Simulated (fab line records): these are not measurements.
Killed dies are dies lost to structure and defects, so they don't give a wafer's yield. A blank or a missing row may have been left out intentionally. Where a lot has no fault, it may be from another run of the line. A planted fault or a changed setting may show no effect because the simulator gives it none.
fab line records	flow n5Finfet
record lots=9	wafers=27	lastDay=18
route steps=1938 shown SD_EPI_N@271 SD_EPI_P@308 BEOL_M4@1111 PASSIVATION@1936
lots that met no fault: from a run of the same line without faults
startH: hours from the record's first day to the start of the lot's first wafer shown	waitH: time in hours since the lot's previous step	" identical to the entry in the row above	L1.1+2: several wafers, shown together as one row	- no value present, or no start provided	* or withheld: withheld	< > ~ a bound
route shown NAME@n: a module of which the file shows steps, and the number in the route of the first	usual: the fault-free wafers' mean and standard deviation	same: alike in all rows	chamber/n: place in a boat	sites: the reading at each site	_std_site: standard deviation of those values	_edge_site: outer sites' mean less inner sites'	radiusMm: how far each site lies from the wafer's centre	mask NAME#n: copy n	behind: the most recent tool/chamber to have shaped the wafer	hold: why the lot was held/for how many hours/how that ended	device: transistor that didn't switch, given as n, p or np	end of line: at the end of the route, the tests of the same wafers	step lacking rows: just its recipe	killed: not the wafer's yield, but the dies lost to structure and defects at the first sort	map: shows each die of a wafer: x if killed, . if not, _ if none is there
set.NAME: setting as actually run; set.NAME@STEP: the setting as run at that earlier step	model.NAME: the simulator's own value behind a step, which no gauge read
one table for each step of the route and one row for each wafer, over a sample of lots
services: from which hour (startH, from the record's first day; less than 0 if before it) a tool's chamber was out of use, for how many hours, and why
## steps
# step N5_SD_EPI_N_OVL_MEAS_10
# recipe pointsPerWafer=44
# usual SD_N_BLK_OVL=0.2/0.81
lot.wafer	tool	chamber	startH	waitH	SD_N_BLK_OVL[nm]
L232.1	overlay-02	0	60.32	0.0	0.4
L232.2	"	0	"	"	0.2
L232.5	"	0	"	"	0.0
L235.2	overlay-02	0	80.81	0.0	0.9
L235.3	"	0	"	"	0.7
L235.4	"	0	"	"	0.0
L236.1	overlay-02	0	89.61	0.0	0.4
L236.3	"	0	"	"	0.1
L236.4	"	0	"	"	0.1
L238.1	overlay-01	0	96.51	0.0	-0.1
L238.5	"	0	"	"	-0.3
L238.6	"	0	"	"	0.5
L244.1	overlay-01	0	134.36	0.0	1.2
L244.3	"	0	"	"	1.4
L244.6	"	0	"	"	1.4
L245.1	overlay-02	0	139.61	0.0	1.3
L245.3	"	0	"	"	0.6
L245.5	"	0	"	"	0.6
L248.4	overlay-01	0	156.46	0.0	0.2
L248.5	"	0	"	"	-0.7
L248.6	"	0	"	"	-0.8
L251.1	overlay-02	0	173.51	0.0	-1.4
L251.4	"	0	"	"	-0.8
L251.5	"	0	"	"	-1.1
L253.4	overlay-01	0	190.14	0.0	0.2
L253.5	"	0	"	"	0.6
L253.6	"	0	"	"	1.0
# step N5_SD_EPI_N_DESCUM_14
# recipe chemistry=O2	timeS=7.9	sourcePowerW=50	biasPowerW=20	pressureMtorr=20	rfFrequencyHz=2.712e+07	tempC=40	resist=CAR-ArF-block	o2FlowSccm=225
# usual drypumpMotorCurrentA=5.9/0.5	oesProductAu=0.77/0.084	rfVppV=243.5/1.4	showerheadPlenumPTorr=2.11/0.079	throttleValvePct=20.34/0.29
lot.wafer	tool	chamber	startH	waitH	drypumpMotorCurrentA	oesProductAu	rfHoursCounterH	rfVppV	showerheadPlenumPTorr	throttleValvePct
L232.1	rieDiel-02	0	60.38	0.0	6.2	0.74	159	244.4	2.17	20.00
L232.2	"	3	"	"	6.0	0.69	246	241.6	1.99	20.78
L232.5	"	0	"	"	6.2	0.74	-	246.1	2.17	20.03
L235.2	rieDiel-02	2	80.97	0.1	5.7	0.86	46	243.6	2.12	20.28
L235.3	"	0	"	"	6.2	0.73	168	244.3	2.16	20.03
L235.4	"	2	"	"	5.6	0.86	-	244.0	2.12	20.28
L236.1	rieDiel-05	0	89.67	0.0	5.6	0.70	212	244.6	2.17	20.73
L236.3	"	1	"	"	6.5	0.73	172	243.5	2.07	19.93
L236.4	"	3	"	"	6.2	0.74	204	241.5	2.01	20.45
L238.1	rieDiel-05	1	96.87	0.3	6.5	0.73	174	242.7	2.07	19.94
L238.5	"	0	"	"	5.6	0.71	-	244.7	2.17	20.74
L238.6	"	1	"	"	6.5	0.73	-	242.8	2.07	19.92
L244.1	rieDiel-05	3	134.75	0.4	6.2	0.72	220	241.4	2.00	20.46
L244.3	"	1	"	"	6.5	0.73	187	244.2	2.06	19.95
L244.6	"	3	"	"	6.2	0.73	-	242.5	2.00	20.47
L245.1	rieDiel-05	1	139.67	0.0	6.5	0.72	189	242.2	2.06	19.95
L245.3	"	2	"	"	5.6	0.73	174	243.5	2.17	20.63
L245.5	"	1	"	"	6.5	0.73	-	242.4	2.06	19.96
L248.4	rieDiel-01	3	156.52	0.0	5.1	0.86	45	241.8	2.02	19.94
L248.5	"	3	"	"	5.1	0.85	-	242.8	2.02	19.96
L248.6	"	2	"	"	4.9	0.72	-	242.1	2.00	20.46
L251.1	rieDiel-05	0	173.57	0.0	5.6	0.67	239	243.3	2.16	20.78
L251.4	"	1	"	"	6.5	0.71	200	243.8	2.06	19.99
L251.5	"	0	"	"	5.6	0.68	-	243.4	2.16	20.77
L253.4	rieDiel-02	2	190.22	0.0	5.7	0.79	-	244.3	2.10	20.36
L253.5	"	1	"	"	6.6	0.91	-	245.2	2.21	19.94
L253.6	"	0	"	"	6.2	0.70	-	243.2	2.15	20.08
# step N5_SD_EPI_N_LINER_46
# recipe material=SiNx	targetThkA=30	tempC=400	aldPrecursorFamily=SiH2I2	aldCoReactant=N2/H2-plasma	pressureTorr=2
# usual chamberPressureTorr=2.000/0.0039	heaterPowerW=844/76
lot.wafer	tool	chamber	startH	waitH	chamberPressureTorr	heaterPowerW
L232.1	aldSin-02	0	65.51	1.3	1.993	728
L232.2	"	2	"	"	2.005	796
L232.5	"	0	"	"	1.992	746
L235.2	aldSin-02	3	84.67	0.1	2.005	834
L235.3	"	1	"	"	1.997	742
L235.4	"	2	"	"	2.004	803
L236.1	aldSin-04	3	93.36	0.2	2.003	1013
L236.3	"	2	"	"	2.001	918
L236.4	"	0	"	"	2.004	763
L238.1	aldSin-02	3	100.85	0.2	2.004	825
L238.5	"	3	"	"	1.997	813
L238.6	"	0	"	"	1.999	734
L244.1	aldSin-03	3	138.52	0.2	2.003	796
L244.3	"	0	"	"	2.001	847
L244.6	"	2	"	"	2.005	847
L245.1	aldSin-02	2	144.62	0.7	2.004	771
L245.3	"	3	"	"	1.993	831
L245.5	"	3	"	"	2.002	818
L248.4	aldSin-03	3	160.21	0.1	2.003	812
L248.5	"	0	"	"	2.006	842
L248.6	"	1	"	"	2.000	897
L251.1	aldSin-02	2	177.26	0.2	1.996	770
L251.4	"	1	"	"	2.000	807
L251.5	"	2	"	"	1.995	772
L253.4	aldSin-03	2	194.12	0.1	2.002	808
L253.5	"	2	"	"	2.001	809
L253.6	"	1	"	"	2.001	849
# step N5_SD_EPI_P_ETCH_37
# recipe chemistry=N2/H2	target=SOC	overetchA=1080	maskMaterial=SiARC	tempC=40	ionEnergyEv=100	sourceW=3000	biasW=133	pressureMtorr=20	timeS=486	n2FlowSccm=200	h2FlowSccm=200	ends=endPoint
# usual drypumpMotorCurrentA=5.9/0.38	n2FlowSccm=200.1/0.61	oesProductAu=0.67/0.048	rfFwdPowerW=2995/9.6	rfVppV=241.1/1.2	showerheadPlenumPTorr=2.57/0.076	throttleValvePct=23.91/0.27
lot.wafer	tool	chamber	startH	waitH	drypumpMotorCurrentA	n2FlowSccm	oesProductAu	rfFwdPowerW	rfHoursCounterH	rfVppV	showerheadPlenumPTorr	throttleValvePct
L232.1	rieDiel-06	0	66.23	0.0	5.3	200.6	0.66	2994	159	240.6	2.52	24.04
L232.2	"	3	"	"	6.0	200.1	0.66	3002	167	238.5	2.44	24.03
L232.5	"	0	"	"	5.4	200.6	0.66	2996	-	240.6	2.52	24.05
L235.2	rieDiel-06	3	85.49	0.0	6.0	200.6	0.66	3710	172	221.0	2.43	24.02
L235.3	"	0	"	"	5.4	200.5	0.66	3710	165	224.0	2.52	24.06
L235.4	"	2	"	"	5.5	200.6	0.75	3719	52	224.4	2.48	23.61
L236.1	rieDiel-06	1	94.38	0.0	5.3	199.6	0.70	3732	116	224.6	2.56	24.13
L236.3	"	2	"	"	5.5	201.0	0.75	3733	55	223.6	2.47	23.61
L236.4	"	0	"	"	5.4	200.1	0.66	3718	167	223.5	2.52	24.06
L238.1	rieDiel-06	2	101.68	0.0	5.5	199.0	0.75	3727	56	221.0	2.47	23.61
L238.5	"	0	"	"	5.4	199.4	0.66	3713	-	224.7	2.52	24.06
L238.6	"	3	"	"	6.0	201.1	0.65	3710	-	223.0	2.43	24.02
L244.1	rieDiel-04	1	139.67	0.0	6.3	200.0	0.68	2987	131	241.3	2.64	23.44
L244.3	"	2	"	"	6.4	199.5	0.62	2982	220	242.6	2.63	24.18
L244.6	"	3	"	"	5.3	200.0	0.67	3001	-	240.2	2.64	24.07
L245.1	rieDiel-04	3	145.45	0.0	5.4	199.2	0.67	3014	176	242.4	2.64	24.07
L245.3	"	0	"	"	6.1	201.7	0.79	2983	55	243.1	2.59	23.51
L245.5	"	0	"	"	6.1	200.8	0.77	3000	-	240.8	2.59	23.51
L248.4	rieDiel-04	3	161.04	0.0	5.3	199.4	0.67	2992	181	241.3	2.64	24.08
L248.5	"	2	"	"	6.4	199.2	0.61	2991	-	242.0	2.62	24.17
L248.6	"	3	"	"	5.4	199.2	0.67	2980	-	242.3	2.64	24.08
L251.1	rieDiel-03	0	177.97	0.0	6.2	200.0	0.62	3012	235	241.5	2.61	24.24
L251.4	"	0	"	"	6.2	200.3	0.62	2998	-	241.2	2.61	24.25
L251.5	"	2	"	"	5.7	200.9	0.74	2975	-	240.4	2.46	23.49
L253.4	rieDiel-06	3	194.98	0.0	6.0	200.7	0.64	2996	202	239.5	2.42	24.07
L253.5	"	3	"	"	6.0	200.9	0.64	3006	-	238.9	2.42	24.07
L253.6	"	2	"	"	5.5	199.5	0.72	3007	-	240.0	2.46	23.65
# step N5_BEOL_M4_RC_MEAS_101
# usual DIBL_N=36.3/1.8	DIBL_P=36.5/2.1	IOFF_N=0.16/0.031	IOFF_P=0.22/0.038	ION_N=677/12	ION_P=466/7.8	SS_N=71.5/0.61	SS_P=73.2/0.7	VT_N=249/3	VT_P=-248.9/3
lot.wafer	tool	chamber	startH	waitH	DIBL_N[mV/V]	DIBL_P[mV/V]	IOFF_N[nA/um]	IOFF_P[nA/um]	ION_N[uA/um]	ION_P[uA/um]	SS_N[mV/dec]	SS_P[mV/dec]	VT_N[mV]	VT_P[mV]
L232.1	prober-02	0	200.24	0.0	38.2	38.6	0.20	0.24	693	464	72.0	73.6	247	-246.9
L232.2	"	0	"	"	36.2	36.3	0.17	0.20	688	462	71.4	72.0	250	-250.2
L232.5	"	0	"	"	39.2	38.9	0.22	0.27	691	466	72.4	73.8	244	-246.2
L238.1	prober-02	0	226.11	0.0	36.3	36.3	0.14	0.18	665	455	71.3	73.1	252	-255.5
L238.5	"	0	"	"	34.8	34.0	0.12	0.15	664	455	71.0	72.9	256	-258.4
L238.6	"	0	"	"	38.2	39.1	0.18	0.22	693	465	70.9	74.1	249	-252.0
L236.1	prober-01	0	229.69	0.0	35.2	34.4	0.14	0.19	678	469	71.7	72.3	249	-249.9
L236.3	"	0	"	"	39.7	39.6	0.22	0.26	673	460	72.0	74.2	247	-245.4
L236.4	"	0	"	"	40.4	41.0	0.24	0.30	703	474	71.7	74.4	242	-245.9
L235.2	prober-01	0	231.71	0.2	38.0	38.8	0.20	0.24	697	470	72.1	74.1	246	-249.7
L235.3	"	0	"	"	38.9	39.3	0.21	0.25	705	468	71.5	74.0	246	-250.0
L235.4	"	0	"	"	37.6	37.4	0.17	0.22	679	458	71.4	74.1	249	-252.2
L244.1	prober-02	0	267.05	0.0	36.2	36.2	0.15	0.23	666	464	71.3	73.1	252	-248.3
L244.3	"	0	"	"	35.5	36.1	0.15	0.22	679	474	71.7	73.5	247	-250.4
L244.6	"	0	"	"	39.4	40.5	0.21	0.32	687	479	71.9	73.8	244	-243.2
L245.1	prober-02	0	278.13	0.0	35.1	36.2	0.16	0.21	657	455	71.8	73.9	251	-250.5
L245.3	"	0	"	"	34.8	35.9	0.16	0.21	670	459	70.6	72.9	250	-249.4
L245.5	"	0	"	"	37.0	38.6	0.20	0.26	687	471	71.7	72.8	246	-247.5
L248.4	prober-02	0	281.58	0.5	34.9	35.1	0.15	0.21	681	469	71.1	72.8	247	-249.8
L248.5	"	0	"	"	37.3	38.4	0.20	0.25	686	470	71.6	73.8	247	-248.2
L248.6	"	0	"	"	34.2	34.0	0.14	0.18	664	462	71.3	72.1	251	-254.4
L251.1	prober-02	0	307.68	0.0	32.2	32.2	0.10	0.15	641	449	70.8	72.1	256	-254.0
L251.4	"	0	"	"	32.5	32.5	0.11	0.15	671	462	70.4	72.4	255	-252.8
L251.5	"	0	"	"	33.8	33.8	0.12	0.17	650	453	70.7	72.5	253	-252.0
L253.4	prober-01	0	313.39	0.5	34.1	35.5	0.14	0.20	680	469	71.8	72.6	250	-250.0
L253.5	"	0	"	"	34.1	34.8	0.14	0.19	661	457	71.4	72.4	249	-249.1
L253.6	"	0	"	"	38.3	40.8	0.23	0.31	698	477	71.7	73.5	245	-246.5
# step N5_PASSIVATION_PROBE_49
# usual defectLimitedYield=91.2/1.5	killed_at_M0_to_M3=33/9.6	killed_at_M4_up=14/5.6	killedAtContacts=14/5.5	killedAtFrontEnd=40/13	killedAtOther=4/3	killedDies=104/17	killedOpen=68/13	killedShort=33/7.2	sort_bin_5_function=5.2/0.95	sort_bin_6_memory=3.3/0.62	sort_bin_8_speed=0.00/0.012	sortNPass=1076/17	sortYieldPct=91.2/1.5
# same grossDies=1180	killedAtBackSide=0	sort_bin_4_leakage[%]=0
lot.wafer	tool	chamber	startH	waitH	defectLimitedYield[%]	killed_at_M0_to_M3	killed_at_M4_up	killedAtContacts	killedAtFrontEnd	killedAtOther	killedDies	killedOpen	killedShort	sort_bin_5_function[%]	sort_bin_6_memory[%]	sort_bin_8_speed[%]	sortNPass	sortYieldPct[%]
L245.1	prober-01	-	387.20	0.0	89.7	38	17	23	34	9	121	86	34	5.6	4.2	0	1059	89.7
L245.3	prober-01	-	387.30	0.1	90.8	54	9	17	26	2	108	69	36	5.9	3.0	0	1072	90.8
L245.5	prober-01	-	387.40	0.2	89.8	43	10	19	41	7	120	74	45	5.8	4.3	0	1060	89.8
# killed by level:class
L245.1 MOL_CONTACT_COAG:geometricParticle:open=18 BEOL_M3:geometricParticle:open=14 FIN_SAQP:geometricParticle:open=13 BEOL_M1:geometricParticle:open=10 STI_FIN_REVEAL:geometricParticle:open=6 MOL_CONTACT_COAG:geometricParticle:short=5 BEOL_M1:geometricParticle:short=5 BEOL_M5:geometricParticle:open=5
L245.3 BEOL_M1:geometricParticle:open=14 BEOL_M0_SAQP:geometricParticle:short=11 MOL_CONTACT_COAG:geometricParticle:open=11 BEOL_M3:geometricParticle:open=9 BEOL_M0_SAQP:geometricParticle:open=8 BEOL_M2:geometricParticle:open=7 MOL_CONTACT_COAG:geometricParticle:short=6 GATE_CUT:geometricParticle:short=4
L245.5 MOL_CONTACT_COAG:geometricParticle:open=16 FIN_SAQP:geometricParticle:short=15 BEOL_M0_SAQP:geometricParticle:open=12 BEOL_M0_SAQP:geometricParticle:short=11 FIN_SAQP:geometricParticle:open=9 BEOL_M3:geometricParticle:open=6 BEOL_M2:geometricParticle:open=5 BEOL_M4:geometricParticle:open=5
## services
tool	chamber	startH	hours	kind
rieDiel-02	0	44.15	1.3	repair
rieDiel-02	-	44.53	0.1	repair
aldSin-02	-	50.91	14.6	pm
rieDiel-02	1	54.43	23.6	repair
rieDiel-06	2	61.78	5.3	repair
rieDiel-04	0	63.01	9.9	repair
rieDiel-04	1	73.95	1.3	repair
aldSin-02	-	85.25	14.0	pm
aldSin-02	0	85.25	14.0	ventCycle
aldSin-02	1	85.25	14.0	ventCycle
aldSin-02	2	85.25	14.0	ventCycle
aldSin-02	3	85.25	14.0	ventCycle
rieDiel-02	1	90.78	3.3	repair
rieDiel-03	2	91.92	5.7	repair
aldSin-02	0	99.25	-	clean
aldSin-02	1	99.25	-	clean
aldSin-02	2	99.25	-	clean
aldSin-02	3	99.25	-	clean
rieDiel-03	2	104.37	62.3	repair
rieDiel-05	2	107.24	8.5	repair
aldSin-02	-	122.50	0.9	repair
rieDiel-04	-	122.71	2.8	pm
rieDiel-01	3	165.61	6.2	repair
aldSin-03	-	178.89	14.0	pm
## key
firstSign step=N5_SD_EPI_P_ETCH_37	reading=rfFwdPowerW	direction=up	sigmas=76	usual=*	struck=*
effect step=N5_SD_EPI_P_ETCH_37	reading=rfVppV	direction=down	sigmas=14	usual=241.1	struck=223.3
metAt N5_SD_EPI_P_ETCH_37
struckLots L235,L236,L238
notActingAt N5_SD_EPI_N_OVL_MEAS_10,N5_SD_EPI_N_DESCUM_14,N5_SD_EPI_N_LINER_46
onsetBetween 66.23 85.49
fault kind=processParameterDrift	tool=rieDiel-06	chamber=-	onsetH=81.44	steps=N5_SD_EPI_P_ETCH_37	channel=sourceW	offset=720	shape=step	endH=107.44	actsIn=theseRecipesOnly	stated=3000
